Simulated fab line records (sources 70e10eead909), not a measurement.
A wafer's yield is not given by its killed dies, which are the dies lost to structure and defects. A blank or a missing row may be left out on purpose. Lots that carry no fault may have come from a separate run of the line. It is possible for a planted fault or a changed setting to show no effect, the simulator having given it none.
Matching of chambers	flow nand harc	NHARC_A_BONDPAD_DEP_00 on pecvd-03 has 3 sister chambers
The step deposits SiCN, target thk 250 nm. 6 wafers are shown with their chamber, then 12 later ones without.

## WAFERS PAIRED WITH THEIR CHAMBERS
wafer	chamber	heater power w (W)
L085.1	0	609
L086.1	0	550
L086.5	2	455
L087.1	1	664
L087.4	2	510
L087.6	1	666

## WAFERS WITHOUT THEIR CHAMBER
wafer	heater power w (W)
L090.1	619
L090.3	606
L090.6	615
L088.1	600
L088.5	598
L088.6	563
L095.1	503
L095.5	554
L095.6	483
L096.1	634
L096.3	525
L096.5	507

## WHICH CHAMBER EACH WENT THROUGH
wafer	from the rows above	in truth
L090.1	can't be placed: 0 or 1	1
L090.3	can't be placed: 0 or 1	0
L090.6	can't be placed: 0 or 1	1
L088.1	can't be placed: 0 or 1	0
L088.5	can't be placed: 0 or 1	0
L088.6	can't be placed: 0 or 2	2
L095.1	can't be placed: 2 or 0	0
L095.5	can't be placed: 0 or 2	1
L095.6	2	2
L096.1	can't be placed: 1 or 0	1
L096.3	can't be placed: 2 or 0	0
L096.5	can't be placed: 2 or 0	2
1 of 12 placed correctly. These rows do not allow placing 11 (true chamber among the candidates in 10). Wrongly placed: 0.
How it was worked out, from the rows above alone: a wafer's distance from a chamber is the root of the sum, over the readings, of the square of ((its reading less the chamber's mean) divided by the reading's scatter). If the next closest chamber is less than 2 further off than the closest, the wafer can't be placed; otherwise it belongs to the closest. The mean given for a chamber averages the wafers shown for that chamber. How the scatter is found: for the shown wafers, subtract from each reading the mean of its chamber, square and add these, divide the total by (wafers less chambers), then take the root.
